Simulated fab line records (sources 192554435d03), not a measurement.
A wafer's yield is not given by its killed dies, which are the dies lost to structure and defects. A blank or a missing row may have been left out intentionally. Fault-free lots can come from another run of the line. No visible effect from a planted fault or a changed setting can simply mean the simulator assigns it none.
Which tool is to blame? || flow n5Finfet || 24 lots, 72 wafers sampled, at 2 steps of a route of 1938

== WHAT THE GAUGES READ, wafer by wafer ==
N5_BEOL_M4_INSPECT_13: inspects for defects (brightfield).
{"lot": "L074", "measured": "day 7 22:34", "on": "defectInspect-01", "rawDefectCount": "388 311 302"}
{"lot": "L075", "measured": "day 8 04:59", "on": "defectInspect-02", "rawDefectCount": "262 494 265"}
{"lot": "L077", "measured": "day 8 23:46", "on": "defectInspect-01", "rawDefectCount": "400 283 357"}
{"lot": "L076", "measured": "day 9 06:06", "on": "defectInspect-01", "rawDefectCount": "367 430 397"}
{"lot": "L078", "measured": "day 9 16:49", "on": "defectInspect-02", "rawDefectCount": "400 502 493"}
{"lot": "L079", "measured": "day 9 18:06", "on": "defectInspect-02", "rawDefectCount": "562 512 314"}
{"lot": "L080", "measured": "day 9 23:35", "on": "defectInspect-02", "rawDefectCount": "365 761 517"}
{"lot": "L081", "measured": "day 10 03:25", "on": "defectInspect-02", "rawDefectCount": "597 380 398"}
{"lot": "L082", "measured": "day 10 13:40", "on": "defectInspect-01", "rawDefectCount": "371 357 360"}
{"lot": "L083", "measured": "day 10 14:19", "on": "defectInspect-02", "rawDefectCount": "399 458 384"}
{"lot": "L084", "measured": "day 11 01:35", "on": "defectInspect-02", "rawDefectCount": "544 465 480"}
{"lot": "L086", "measured": "day 11 06:37", "on": "defectInspect-02", "rawDefectCount": "357 300 338"}
{"lot": "L085", "measured": "day 11 09:13", "on": "defectInspect-02", "rawDefectCount": "396 415 337"}
{"lot": "L087", "measured": "day 11 13:45", "on": "defectInspect-01", "rawDefectCount": "357 487 358"}
{"lot": "L088", "measured": "day 11 16:47", "on": "defectInspect-02", "rawDefectCount": "316 250 417"}
{"lot": "L089", "measured": "day 11 22:56", "on": "defectInspect-02", "rawDefectCount": "473 488 482"}
{"lot": "L090", "measured": "day 12 05:45", "on": "defectInspect-02", "rawDefectCount": "455 411 391"}
{"lot": "L091", "measured": "day 12 12:51", "on": "defectInspect-01", "rawDefectCount": "265 330 272"}
{"lot": "L092", "measured": "day 12 22:42", "on": "defectInspect-02", "rawDefectCount": "489 410 434"}
{"lot": "L093", "measured": "day 13 09:31", "on": "defectInspect-02", "rawDefectCount": "295 286 295"}
{"lot": "L094", "measured": "day 13 10:13", "on": "defectInspect-02", "rawDefectCount": "359 561 558"}
{"lot": "L095", "measured": "day 13 13:28", "on": "defectInspect-01", "rawDefectCount": "649 713 736"}
{"lot": "L096", "measured": "day 13 18:17", "on": "defectInspect-02", "rawDefectCount": "356 472 540"}
{"lot": "L097", "measured": "day 14 05:43", "on": "defectInspect-01", "rawDefectCount": "420 360 315"}

== WHAT TOOL EACH LOT RAN ON (gives the tool, then ch and the chambers of the sampled wafers, and finally the start) ==
{"lot": "L074", "N5_BEOL_M4_PECVD_72": "pecvd-01 ch 1,2, day 7 21:10"}
{"lot": "L075", "N5_BEOL_M4_PECVD_72": "pecvd-02 ch 0,1,2, day 8 03:07"}
{"lot": "L077", "N5_BEOL_M4_PECVD_72": "pecvd-01 ch 1,2, day 8 21:08"}
{"lot": "L076", "N5_BEOL_M4_PECVD_72": "pecvd-02 ch 0,2, day 9 04:35"}
{"lot": "L078", "N5_BEOL_M4_PECVD_72": "pecvd-02 ch 0, day 9 13:37"}
{"lot": "L079", "N5_BEOL_M4_PECVD_72": "pecvd-01 ch 0,2, day 9 17:23"}
{"lot": "L080", "N5_BEOL_M4_PECVD_72": "pecvd-04 ch 0,2, day 9 21:58"}
{"lot": "L081", "N5_BEOL_M4_PECVD_72": "pecvd-04 ch 0,1,2, day 10 02:32"}
{"lot": "L082", "N5_BEOL_M4_PECVD_72": "pecvd-04 ch 0,1, day 10 10:23"}
{"lot": "L083", "N5_BEOL_M4_PECVD_72": "pecvd-01 ch 1,2, day 10 13:01"}
{"lot": "L084", "N5_BEOL_M4_PECVD_72": "pecvd-02 ch 0,2, day 11 00:12"}
{"lot": "L086", "N5_BEOL_M4_PECVD_72": "pecvd-04 ch 0,1, day 11 05:34"}
{"lot": "L085", "N5_BEOL_M4_PECVD_72": "pecvd-04 ch 0,2, day 11 06:19"}
{"lot": "L087", "N5_BEOL_M4_PECVD_72": "pecvd-04 ch 0,1,2, day 11 11:29"}
{"lot": "L088", "N5_BEOL_M4_PECVD_72": "pecvd-01 ch 0,2, day 11 13:58"}
{"lot": "L089", "N5_BEOL_M4_PECVD_72": "pecvd-01 ch 0,1,2, day 11 20:47"}
{"lot": "L090", "N5_BEOL_M4_PECVD_72": "pecvd-01 ch 1,2, day 12 04:58"}
{"lot": "L091", "N5_BEOL_M4_PECVD_72": "pecvd-04 ch 0,2, day 12 11:24"}
{"lot": "L092", "N5_BEOL_M4_PECVD_72": "pecvd-02 ch 0,1,2, day 12 20:37"}
{"lot": "L093", "N5_BEOL_M4_PECVD_72": "pecvd-02 ch 0,2, day 13 08:28"}
{"lot": "L094", "N5_BEOL_M4_PECVD_72": "pecvd-02 ch 0,1,2, day 13 08:40"}
{"lot": "L095", "N5_BEOL_M4_PECVD_72": "pecvd-02 ch 0,2, day 13 10:28"}
{"lot": "L096", "N5_BEOL_M4_PECVD_72": "pecvd-01 ch 0,1,2, day 13 15:17"}
{"lot": "L097", "N5_BEOL_M4_PECVD_72": "pecvd-04 ch 0,1,2, day 14 05:11"}
- N5_BEOL_M4_PECVD_72: deposits SiO2 from TEOS/O2, target thk 16 nm, time 18 s.

== WHAT THE TOOLS THEMSELVES READ (means of the sampled wafers that have a number; where no wafer has one, the mark that the record gives instead) ==
N5_BEOL_M4_PECVD_72.
{"lot": "L074", "tool": "pecvd-01", "heaterPowerOuterW (W)": 454, "heaterPowerW (W)": 766, "showerheadPlenumPTorr (Torr)": 8.83, "susceptorTempC (C)": 400.06, "throttleValvePct (%)": 24.3}
{"lot": "L075", "tool": "pecvd-02", "heaterPowerOuterW (W)": 468, "heaterPowerW (W)": 755, "showerheadPlenumPTorr (Torr)": 8.80, "susceptorTempC (C)": 399.88, "throttleValvePct (%)": 22.3}
{"lot": "L077", "tool": "pecvd-01", "heaterPowerOuterW (W)": 437, "heaterPowerW (W)": 743, "showerheadPlenumPTorr (Torr)": 8.84, "susceptorTempC (C)": 399.91, "throttleValvePct (%)": 24.4}
{"lot": "L076", "tool": "pecvd-02", "heaterPowerOuterW (W)": 361, "heaterPowerW (W)": 639, "showerheadPlenumPTorr (Torr)": 8.76, "susceptorTempC (C)": 400.14, "throttleValvePct (%)": 22.3}
{"lot": "L078", "tool": "pecvd-02", "heaterPowerOuterW (W)": 420, "heaterPowerW (W)": 743, "showerheadPlenumPTorr (Torr)": 8.76, "susceptorTempC (C)": 400.16, "throttleValvePct (%)": 22.2}
{"lot": "L079", "tool": "pecvd-01", "heaterPowerOuterW (W)": 590, "heaterPowerW (W)": 937, "showerheadPlenumPTorr (Torr)": 8.88, "susceptorTempC (C)": 400.16, "throttleValvePct (%)": 23.2}
{"lot": "L080", "tool": "pecvd-04", "heaterPowerOuterW (W)": 482, "heaterPowerW (W)": 805, "showerheadPlenumPTorr (Torr)": 8.74, "susceptorTempC (C)": 399.84, "throttleValvePct (%)": 22.2}
{"lot": "L081", "tool": "pecvd-04", "heaterPowerOuterW (W)": 379, "heaterPowerW (W)": 657, "showerheadPlenumPTorr (Torr)": 8.73, "susceptorTempC (C)": 399.90, "throttleValvePct (%)": 22.2}
{"lot": "L082", "tool": "pecvd-04", "heaterPowerOuterW (W)": 390, "heaterPowerW (W)": 675, "showerheadPlenumPTorr (Torr)": 8.73, "susceptorTempC (C)": 400.11, "throttleValvePct (%)": 22.5}
{"lot": "L083", "tool": "pecvd-01", "heaterPowerOuterW (W)": 484, "heaterPowerW (W)": 802, "showerheadPlenumPTorr (Torr)": 8.87, "susceptorTempC (C)": 400.12, "throttleValvePct (%)": 23.8}
{"lot": "L084", "tool": "pecvd-02", "heaterPowerOuterW (W)": 373, "heaterPowerW (W)": 637, "showerheadPlenumPTorr (Torr)": 8.78, "susceptorTempC (C)": 400.16, "throttleValvePct (%)": 21.5}
{"lot": "L086", "tool": "pecvd-04", "heaterPowerOuterW (W)": 396, "heaterPowerW (W)": 670, "showerheadPlenumPTorr (Torr)": 8.74, "susceptorTempC (C)": 399.69, "throttleValvePct (%)": 22.5}
{"lot": "L085", "tool": "pecvd-04", "heaterPowerOuterW (W)": 435, "heaterPowerW (W)": 729, "showerheadPlenumPTorr (Torr)": 8.71, "susceptorTempC (C)": 399.62, "throttleValvePct (%)": 21.9}
{"lot": "L087", "tool": "pecvd-04", "heaterPowerOuterW (W)": 364, "heaterPowerW (W)": 648, "showerheadPlenumPTorr (Torr)": 8.72, "susceptorTempC (C)": 399.81, "throttleValvePct (%)": 22.3}
{"lot": "L088", "tool": "pecvd-01", "heaterPowerOuterW (W)": 530, "heaterPowerW (W)": 870, "showerheadPlenumPTorr (Torr)": 8.88, "susceptorTempC (C)": 400.20, "throttleValvePct (%)": 23.4}
{"lot": "L089", "tool": "pecvd-01", "heaterPowerOuterW (W)": 493, "heaterPowerW (W)": 813, "showerheadPlenumPTorr (Torr)": 8.85, "susceptorTempC (C)": 399.95, "throttleValvePct (%)": 23.8}
{"lot": "L090", "tool": "pecvd-01", "heaterPowerOuterW (W)": 458, "heaterPowerW (W)": 775, "showerheadPlenumPTorr (Torr)": 8.83, "susceptorTempC (C)": 399.88, "throttleValvePct (%)": 24.4}
{"lot": "L091", "tool": "pecvd-04", "heaterPowerOuterW (W)": 418, "heaterPowerW (W)": 718, "showerheadPlenumPTorr (Torr)": 8.71, "susceptorTempC (C)": 399.95, "throttleValvePct (%)": 22.0}
{"lot": "L092", "tool": "pecvd-02", "heaterPowerOuterW (W)": 410, "heaterPowerW (W)": 691, "showerheadPlenumPTorr (Torr)": 8.79, "susceptorTempC (C)": 400.02, "throttleValvePct (%)": 21.8}
{"lot": "L093", "tool": "pecvd-02", "heaterPowerOuterW (W)": 392, "heaterPowerW (W)": 678, "showerheadPlenumPTorr (Torr)": 8.77, "susceptorTempC (C)": 400.24, "throttleValvePct (%)": 21.9}
{"lot": "L094", "tool": "pecvd-02", "heaterPowerOuterW (W)": 417, "heaterPowerW (W)": 700, "showerheadPlenumPTorr (Torr)": 8.79, "susceptorTempC (C)": 400.20, "throttleValvePct (%)": 21.7}
{"lot": "L095", "tool": "pecvd-02", "heaterPowerOuterW (W)": 410, "heaterPowerW (W)": 670, "showerheadPlenumPTorr (Torr)": 8.78, "susceptorTempC (C)": 400.06, "throttleValvePct (%)": 21.7}
{"lot": "L096", "tool": "pecvd-01", "heaterPowerOuterW (W)": 516, "heaterPowerW (W)": 849, "showerheadPlenumPTorr (Torr)": 8.84, "susceptorTempC (C)": 399.90, "throttleValvePct (%)": 23.9}
{"lot": "L097", "tool": "pecvd-04", "heaterPowerOuterW (W)": 376, "heaterPowerW (W)": 656, "showerheadPlenumPTorr (Torr)": 8.73, "susceptorTempC (C)": 399.69, "throttleValvePct (%)": 22.6}

== THE ANSWER, worked out from the rows above alone ==
Rule: the lots themselves supply what counts as usual. The widest of any qualifying gaps counts: lots, ordered by their means at a reading, are off when they make up no more than a third of the lots, leave a main group of 4 or more, and stand apart from it by 3 or more times the standard deviation of that group's means. A main group whose means are all the same, to the digits that the tables above print for the reading, isn't used. Also off: a lot with no number at a reading for which 4 or more lots have one. The other lots that the step has rows for count as sound. The gauges are gone through in route order, then the tools' own readings, and for those a lot's mean is taken as printed above. The first step at which some lot is off is used, and at that step the reading that is off furthest; a lot without a number counts as furthest.
No lot is off on any of the readings shown, so nothing can be concluded from this.

== WHAT THE SIMULATOR PUT IN ==
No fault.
